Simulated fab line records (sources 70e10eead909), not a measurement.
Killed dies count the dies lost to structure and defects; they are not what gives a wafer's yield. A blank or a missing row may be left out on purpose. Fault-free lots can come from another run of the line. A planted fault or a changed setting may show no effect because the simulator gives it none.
Code-filled problem report in 8D (eight disciplines) form	flow nandHarc	the parts of the form that need people (team, actions taken, sign-off) are left out

1. PROBLEM STATEMENT
Wafers without a fault read 29.1 s, standard deviation 3; timeToEndpointS at NHARC_A_M0_CMP_23 reads a mean of 12.6 s on 3 wafers belonging to 2 lots. That puts it -5.5 standard deviations away from the usual mean.
The step: polishes, t overpolish 20 s, target thk 113.75 nm.
Earliest sighting: wafer L587.3 on cmp-03 at day 28 01:48. The record has a number at this step for 36 wafers belonging to 12 lots. By rule, "out" or "out of limits" means more than 4 standard deviations away from the usual mean. The other wafers with a number count as sound.

2. WHAT IT IS AND WHAT IT IS NOT
question	is	is not
which readings at this step	timeToEndpointS	motorCurrentA
which lots	L587, L589	L575, L577, L578, L586, L590, L591, L592, L596, L597, L598
which wafers of those lots	L587.3, L587.5, L589.1	L587.2, L589.2, L589.6
read on which tools	cmp-03, cmp-04	cmp-01
when	from day 28 01:48	up to then (13 sound wafers); but 20 sound wafers of L589, L590, L591, L592, L596, L597, L598 came after

3. WHAT RULES OUT EACH SUSPECT
Counting: if a tool at a process step up to the reading ran every lot that is out, it stays a suspect. Sound lots after the first of them don't rule it out here, since some wafers of a struck lot are sound.
- ecdCu-02 at NHARC_A_M0_ECD_22 (material Cu, target thk 400 nm): kept. It ran every lot that is out, first L587 (day 28 01:04); its last sound lot up to then is L586 (day 27 05:26).
The count leaves ecdCu-02 at NHARC_A_M0_ECD_22.

4. THE CAUSE (what the simulator had put in)
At NHARC_A_M0_ECD_22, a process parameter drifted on ecdCu-02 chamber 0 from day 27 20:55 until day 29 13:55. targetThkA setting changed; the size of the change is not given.
The count eliminated every tool but this one.

5. SEQUENCE OF EFFECTS, ordered by route
Rows list readings where the struck wafers' mean (over those with a number) sits beyond 3 standard deviations from the usual. Only readings for which the record gives a usual standard deviation are gone through. hours: the time from each lot's start at the first step in this table that gives one to its start at this step, as a median over the lots. sigmas: the change in usual standard deviations.
hours	step	reading	usual	on struck wafers	change	sigmas
0	NHARC_A_M0_CMP_23	timeToEndpointS	29.1 s	12.6	-16.5	-5.5
The process steps in it:
- NHARC_A_M0_CMP_23: polishes, t overpolish 20 s, target thk 113.75 nm.
Later steps that measure or inspect, where all struck wafers having a row at the step show a number for every such reading and not one has moved that far: NHARC_END_SORT_01.

6. WHAT WOULD HAVE CAUGHT IT SOONER
In this record no reading fell out of limits until day 28 01:48, 5 hours after the fault had begun at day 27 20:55.
L589, from the lots that are out (2), started NHARC_A_M0_ECD_22 on ecdCu-02 later than day 28 01:48. Putting the tool on hold at that point would have spared it.
